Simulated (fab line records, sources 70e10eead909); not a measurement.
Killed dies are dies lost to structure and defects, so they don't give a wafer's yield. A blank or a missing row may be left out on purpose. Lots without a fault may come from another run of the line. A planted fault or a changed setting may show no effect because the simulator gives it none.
Which tool did it? | flow nand_harc | 12 lots, 36 wafers sampled, at 5 steps of a route of 1302

WHAT THE GAUGES READ, wafer by wafer
NHARC_P_CONTACT_INSPECT_14. Usual: raw_defect_count 3.8, standard deviation 2.3.
lot  | measured     | on                | raw_defect_count | flag
L458 | day 6 08:47  | defect_inspect-01 | 5 9 9            |
L459 | day 6 21:05  | defect_inspect-02 | 4 2 3            |
L461 | day 7 16:28  | defect_inspect-02 | 3 10 6           |
L463 | day 8 11:55  | defect_inspect-01 | 1 3 3            |
L464 | day 9 01:50  | defect_inspect-02 | 2 4 2            |
L467 | day 10 03:24 | defect_inspect-01 | 4 2 2            |
L469 | day 11 07:44 | defect_inspect-01 | 3 2 8            |
L471 | day 11 21:38 | defect_inspect-02 | 8 3 3            |
L473 | day 12 19:35 | defect_inspect-01 | 3 4 7            |
L474 | day 12 20:13 | defect_inspect-01 | 3 5 3            |
L480 | day 15 19:25 | defect_inspect-02 | 4 4 2            |
L479 | day 15 20:13 | defect_inspect-02 | 5 2 0            |

NHARC_END_SORT_01. Usual: defect_limited_yield 89.8 %, standard deviation 2.4; killed_at_array 64, standard deviation 16; killed_at_other 1.0, standard deviation 1.1; killed_at_periphery 3.5, standard deviation 2.3; killed_dies 69, standard deviation 17; killed_open 3.2, standard deviation 1.6; killed_short 2.4, standard deviation 1.6.
lot  | measured     | on        | defect_limited_yield (%) | killed_at_array | killed_at_other | killed_at_periphery | killed_dies | killed_open | killed_short | flag
L458 | day 24 23:50 | prober-01 | 87.3 83.8 86.3           | 77 100 88       | 1 2 0           | 8 8 5               | 86 110 93   | 5 3 2       | 3 3 2        |
L459 | day 24 23:45 | prober-02 | 92.5 93.8 93.6           | 46 40 40        | 1 1 1           | 4 1 2               | 51 42 43    | 2 2 0       | 5 2 3        |
L461 | day 25 15:30 | prober-01 | 86.0 90.1 88.9           | 87 50 74        | 2 5 0           | 6 12 1              | 95 67 75    | 2 4 1       | 3 2 3        |
L463 | day 26 21:53 | prober-01 | 89.1 88.8 88.2           | 71 74 78        | 1 0 0           | 2 2 2               | 74 76 80    | 5 6 4       | 1 2 3        |
L464 | day 27 15:21 | prober-02 | 92.5 92.0 90.5           | 50 51 62        | 0 0 0           | 1 3 2               | 51 54 64    | 4 2 2       | 0 4 3        |
L467 | day 28 16:06 | prober-02 | 90.4 90.8 90.1           | 59 54 64        | 2 2 1           | 4 6 2               | 65 62 67    | 5 6 1       | 1 2 0        |
L469 | day 30 03:11 | prober-01 | 93.1 91.0 91.7           | 44 57 51        | 2 1 1           | 1 3 4               | 47 61 56    | 2 7 3       | 1 2 1        |
L471 | day 30 12:36 | prober-02 | 91.6 92.9 91.4           | 47 40 48        | 1 0 0           | 9 8 10              | 57 48 58    | 3 4 5       | 2 3 4        |
L473 | day 31 05:11 | prober-02 | 89.8 88.2 90.0           | 61 78 60        | 0 1 0           | 8 1 8               | 69 80 68    | 4 3 1       | 4 4 3        |
L474 | day 30 15:19 | prober-01 | 84.9 84.5 84.9           | 96 101 98       | 1 0 1           | 5 4 3               | 102 105 102 | 6 2 2       | 2 0 0        |
L480 | day 34 03:35 | prober-02 | 91.6 91.1 92.9           | 54 56 45        | 0 0 0           | 3 4 3               | 57 60 48    | 6 5 6       | 6 3 1        |
L479 | day 34 19:25 | prober-02 | 87.0 91.7 89.4           | 84 55 69        | 0 1 1           | 4 0 2               | 88 56 72    | 3 2 0       | 1 1 4        |

WHICH TOOL RAN EACH LOT (tool, then ch and the chambers of the sampled wafers, then the start)
lot  | NHARC_P_CONTACT_STRIP_28           | NHARC_P_CONTACT_PVD_32                  | NHARC_P_M0_SOFTBAKE_04
L458 | rie_diel-09 ch 0,1,2, day 6 09:54  | pvd_sputter-03, day 6 12:00 or earlier  | litho_track-01 ch 0, day 6 12:00
L459 | rie_diel-12 ch 0,1,3, day 6 22:14  | pvd_sputter-01, day 7 00:00 or earlier  | litho_track-01 ch 0, day 7 00:00
L461 | rie_diel-09 ch 2,3, day 7 17:28    | pvd_sputter-03, day 7 20:00 or earlier  | litho_track-01 ch 0, day 7 20:00
L463 | rie_diel-12 ch 1,2,3, day 8 12:56  | pvd_sputter-01, day 8 15:00 or earlier  | litho_track-01 ch 0, day 8 15:00
L464 | rie_diel-09 ch 2,3, day 9 02:51    | pvd_sputter-01, day 9 05:00 or earlier  | litho_track-06 ch 0, day 9 05:00
L467 | rie_diel-12 ch 0,2,3, day 10 04:24 | pvd_sputter-03, day 10 07:00 or earlier | litho_track-06 ch 0, day 10 07:00
L469 | rie_diel-09 ch 0,1, day 11 08:44   | pvd_sputter-01, day 11 11:00 or earlier | litho_track-01 ch 0, day 11 11:00
L471 | rie_diel-09 ch 0,1,2, day 11 22:40 | pvd_sputter-01, day 12 01:00 or earlier | litho_track-04 ch 0, day 12 01:00
L473 | rie_diel-12 ch 1,3, day 12 20:35   | pvd_sputter-01, day 12 23:00 or earlier | litho_track-06 ch 0, day 12 23:00
L474 | rie_diel-09 ch 0,2,3, day 12 21:13 | pvd_sputter-03, day 12 23:00 or earlier | litho_track-06 ch 0, day 12 23:00
L480 | rie_diel-13 ch 1,2, day 15 20:25   | pvd_sputter-02, day 15 23:00 or earlier | litho_track-01 ch 0, day 15 23:00
L479 | rie_diel-09 ch 0,1,2, day 15 21:13 | pvd_sputter-01, day 15 23:00 or earlier | litho_track-01 ch 0, day 15 23:00
- NHARC_P_CONTACT_STRIP_28: strips in O2.
- NHARC_P_CONTACT_PVD_32: deposits Ti, target thk 5 nm, time 17.7 s.
- NHARC_P_M0_SOFTBAKE_04: time 55 s.

WHAT THE TOOLS THEMSELVES READ (means of the sampled wafers that have a number; where no wafer has one, the mark that the record gives instead)
NHARC_P_CONTACT_STRIP_28. Usual: drypump_motor_current_A 5.6 A, standard deviation 0.46; o2_flow_sccm 500.0 sccm, standard deviation 1.4; oes_product_au 1.002 a.u., standard deviation 0.01; rf_vpp_V 57.6 V, standard deviation 0.86; showerhead_plenum_p_Torr 3.53 Torr, standard deviation 0.15; throttle_valve_pct 17.037 %, standard deviation 0.009.
lot  | tool        | drypump_motor_current_A (A) | o2_flow_sccm (sccm) | oes_product_au (a.u.) | rf_vpp_V (V) | showerhead_plenum_p_Torr (Torr) | throttle_valve_pct (%) | flag
L458 | rie_diel-09 | 6.1                         | 500.5               | 0.996                 | 57.4         | 3.46                            | 17.038                 |
L459 | rie_diel-12 | 5.1                         | 498.3               | 0.993                 | 58.1         | 3.60                            | 17.043                 |
L461 | rie_diel-09 | 5.7                         | 500.8               | 1.011                 | 57.2         | 3.34                            | 17.042                 |
L463 | rie_diel-12 | 5.2                         | 499.4               | 0.998                 | 57.9         | 3.61                            | 17.039                 |
L464 | rie_diel-09 | 5.7                         | 500.1               | 1.013                 | 57.6         | 3.34                            | 17.041                 |
L467 | rie_diel-12 | 5.5                         | 498.8               | 1.000                 | 57.8         | 3.64                            | 17.030                 |
L469 | rie_diel-09 | 6.0                         | 499.1               | 1.016                 | 56.6         | 3.44                            | 17.040                 |
L471 | rie_diel-09 | 6.1                         | 500.0               | 1.004                 | 58.3         | 3.46                            | 17.041                 |
L473 | rie_diel-12 | 5.0                         | 501.0               | 0.989                 | 56.8         | 3.53                            | 17.040                 |
L474 | rie_diel-09 | 5.8                         | 500.5               | 1.004                 | 57.4         | 3.36                            | 17.041                 |
L480 | rie_diel-13 | 5.6                         | 501.0               | 1.000                 | 57.2         | 3.48                            | 17.030                 |
L479 | rie_diel-09 | 6.1                         | 499.2               | 1.011                 | 57.7         | 3.46                            | 17.034                 |

NHARC_P_CONTACT_PVD_32. Usual: substrate_temp_c 200.01 C, standard deviation 0.17; throttle_valve_pct 29.9 %, standard deviation 0.95.
lot  | tool           | substrate_temp_c (C) | throttle_valve_pct (%) | flag
L458 | pvd_sputter-03 | 200.02               | 29.5                   |
L459 | pvd_sputter-01 | 200.05               | 29.6                   |
L461 | pvd_sputter-03 | 200.00               | 28.7                   |
L463 | pvd_sputter-01 | 200.05               | 29.3                   |
L464 | pvd_sputter-01 | 200.09               | 29.9                   |
L467 | pvd_sputter-03 | 199.97               | 29.3                   |
L469 | pvd_sputter-01 | 200.08               | 29.9                   |
L471 | pvd_sputter-01 | 200.08               | 29.3                   |
L473 | pvd_sputter-01 | 199.96               | 30.1                   |
L474 | pvd_sputter-03 | 199.92               | 29.5                   |
L480 | pvd_sputter-02 | 199.92               | 30.5                   |
L479 | pvd_sputter-01 | 199.97               | 29.6                   |

NHARC_P_M0_SOFTBAKE_04. Usual: chill_plate_temp_C 23.02 C, standard deviation 0.11; heater_power_total_W 188.45 W, standard deviation 0.13; plate_temp_C 105.01 C, standard deviation 0.12.
lot  | tool           | chill_plate_temp_C (C) | heater_power_total_W (W) | plate_temp_C (C) | flag
L458 | litho_track-01 | 23.02                  | 188.51                   | 104.98           |
L459 | litho_track-01 | 22.90                  | 188.45                   | 105.10           |
L461 | litho_track-01 | 22.92                  | 188.37                   | 105.03           |
L463 | litho_track-01 | 23.04                  | 188.46                   | 104.96           |
L464 | litho_track-06 | 22.93                  | 188.45                   | 105.24           |
L467 | litho_track-06 | 22.97                  | 188.33                   | 104.95           |
L469 | litho_track-01 | 23.20                  | 188.38                   | 105.23           |
L471 | litho_track-04 | 23.08                  | 188.40                   | 105.08           |
L473 | litho_track-06 | 23.19                  | 188.56                   | 105.06           |
L474 | litho_track-06 | 23.17                  | 188.37                   | 104.92           |
L480 | litho_track-01 | 23.03                  | 186.91                   | 104.21           | OFF
L479 | litho_track-01 | 23.05                  | 186.91                   | 104.25           | OFF

THE ANSWER, worked out from the rows above alone
Rule: a lot is off if the mean of its wafers that have a number lies more than 3 standard deviations from the usual mean. A lot without any number at a reading at which 4 lots or more have one is off too. The other lots that the step has rows for count as sound. The gauges are gone through in route order, then the tools' own readings, and for those a lot's mean is taken as printed above. The first step at which some lot is off is used, and at that step the reading that is off furthest; a lot without a number counts as furthest.
Off: L480, L479, at NHARC_P_M0_SOFTBAKE_04 (heater_power_total_W).
A tool fits if, at that step or a process step before it, it ran every lot that is off, and no sound lot after the first of them. NHARC_P_CONTACT_PVD_32 gives no start for some lots, so the hours and the order of its lots are those of NHARC_P_M0_SOFTBAKE_04. One fits: litho_track-01 at NHARC_P_M0_SOFTBAKE_04. Its last sound lot is L469 (day 11 11:00), its first lot that is off L480 (day 15 23:00): a fault that began between those two fits.
The tool's own readings at NHARC_P_M0_SOFTBAKE_04 bear it out: on the lots that are off they differ by more than 5 times the standard deviation of the sound lots' means. heater_power_total_W reads 186.91 W there against 188.43 W on the sound lots; plate_temp_C reads 104.23 C there against 105.06 C on the sound lots.

WHAT THE SIMULATOR HAD PUT IN
Process parameter drift: litho_track-01, from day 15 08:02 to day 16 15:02, at NHARC_P_M0_SOFTBAKE_04. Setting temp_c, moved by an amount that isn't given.
Lots struck among those shown: L480, L479. The rule above found the same.
